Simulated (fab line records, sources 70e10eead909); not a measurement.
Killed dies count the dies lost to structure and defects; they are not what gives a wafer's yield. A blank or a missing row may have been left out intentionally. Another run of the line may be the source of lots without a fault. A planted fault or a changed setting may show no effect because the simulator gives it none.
A lot that was struck, set against a sound lot -- flow nand harc -- 14 out of 1302 route steps
Sound: wafers L463.2, L463.3, L463.6. Struck: wafer L484.6 (left out: L484.2, L484.5 of the same lot, which were not struck); the cause appears at the end.
For every step that has rows: the tool of each side, followed by ch and its chambers, followed by its first start. Under that, the readings that differ: sound wafers -- struck wafers -- difference of the means -- sigmas: that difference in standard deviations of wafers without a fault.
alike: same words and numbers on both sides, and readings whose means sit less than 2 such deviations apart. not compared: any withheld reading, any reading some wafer has no value for, any bound like >300 that may hide the same value, and any number with overlapping values for which the record gives no deviation.
A row with sigmas, a row that says differs or no value, or rows on one side alone: a step with any of these is where the two part. Numbers that have no deviation but don't overlap get no sigmas and don't part them. Lack of a reading on every wafer of one side parts them only where that side has two or more wafers.

NHARC_A_STAIRCASE_TRIM_12: chemistry O2, time 211.2 s.
  sound on rie diel-06 ch 0,1,2, day 16 06:12; struck on rie diel-08 ch 2, day 24 15:41
reading,sound,struck,difference,sigmas
o2 flow sccm (sccm),498.3 500.5 498.2,503.5,+4.5,+3
  alike: chamber pressure mTorr, drypump motor current A, oes product au, rf vpp V, showerhead plenum p Torr, throttle valve pct
  not compared: rf hours counter h
then, 1 step without rows for these wafers: NHARC_A_STAIRCASE_ETCH_13 (etches the open film in C4F8/O2, target depth 100 nm, time 40.5 s).
NHARC_A_STAIRCASE_TRIM_14: chemistry O2, time 211.2 s.
  sound: rie diel-06 ch 0,1,2; struck: rie diel-08 ch 2
  alike: chamber pressure mTorr, drypump motor current A, o2 flow sccm, oes product au, rf vpp V, showerhead plenum p Torr, throttle valve pct
  not compared: rf hours counter h
then, 2 steps without rows for these wafers: NHARC_A_STAIRCASE_ETCH_15 (etches the open film in C4F8/O2, target depth 100 nm, time 40.5 s); NHARC_A_STAIRCASE_TRIM_16 (chemistry O2, time 211.2 s).
NHARC_A_STAIRCASE_ETCH_17: etches the open film in C4F8/O2, target depth 100 nm, time 40.5 s.
  sound: rie diel-06 ch 0,1,2; struck: rie diel-08 ch 2
  alike: chamber pressure mTorr, oes product au, rf vpp V
  not compared: rf hours counter h
then, 2 steps without rows for these wafers: NHARC_A_STAIRCASE_TRIM_18 (chemistry O2, time 211.2 s); NHARC_A_STAIRCASE_ETCH_19 (etches the open film in C4F8/O2, target depth 100 nm, time 40.5 s).
NHARC_A_STAIRCASE_TRIM_20: chemistry O2, time 211.2 s.
  sound on rie diel-01 ch 1,2, day 16 07:14; struck on rie diel-06 ch 2, day 24 16:52
reading,sound,struck,difference,sigmas
drypump motor current A (A),6.3 6.0 6.3,4.8,-1.4,-3
  alike: chamber pressure mTorr, o2 flow sccm, oes product au, rf vpp V, showerhead plenum p Torr, throttle valve pct
  not compared: rf hours counter h
NHARC_A_STAIRCASE_ETCH_21: etches the open film in C4F8/O2, target depth 100 nm, time 40.5 s.
  sound: rie diel-01 ch 0,1,2; struck: rie diel-06 ch 2
  alike: chamber pressure mTorr, oes product au, rf vpp V
  not compared: rf hours counter h
then, 1 step without rows for these wafers: NHARC_A_STAIRCASE_TRIM_22 (chemistry O2, time 211.2 s).
NHARC_A_STAIRCASE_ETCH_23: etches the open film in C4F8/O2, target depth 100 nm, time 40.5 s.
  sound on rie diel-01 ch 0,3, day 16 07:44; struck on rie diel-06 ch 1, day 24 17:13
reading,sound,struck,difference,sigmas
oes product au (a.u.),0.939 0.966 0.957,0.773,-0.181,-14
  alike: chamber pressure mTorr, rf vpp V
  not compared: rf hours counter h
then, 1 step without rows for these wafers: NHARC_A_STAIRCASE_TRIM_24 (chemistry O2, time 211.2 s).
-- the record jumps here: 9 days lie between the struck wafers' starts before and after (it left off in module A_STAIRCASE and takes up again in module END, whose first step shown is number 1302 of the route) --
NHARC_END_SORT_01:
  at this point the record logs the struck wafers (prober-01 ch 0, day 33 07:04) and has no rows for the sound ones

== WHERE THEY PART ==
Earliest at NHARC_A_STAIRCASE_TRIM_12; latest, in this record, at NHARC_END_SORT_01.

WHY: the cause the simulator had injected
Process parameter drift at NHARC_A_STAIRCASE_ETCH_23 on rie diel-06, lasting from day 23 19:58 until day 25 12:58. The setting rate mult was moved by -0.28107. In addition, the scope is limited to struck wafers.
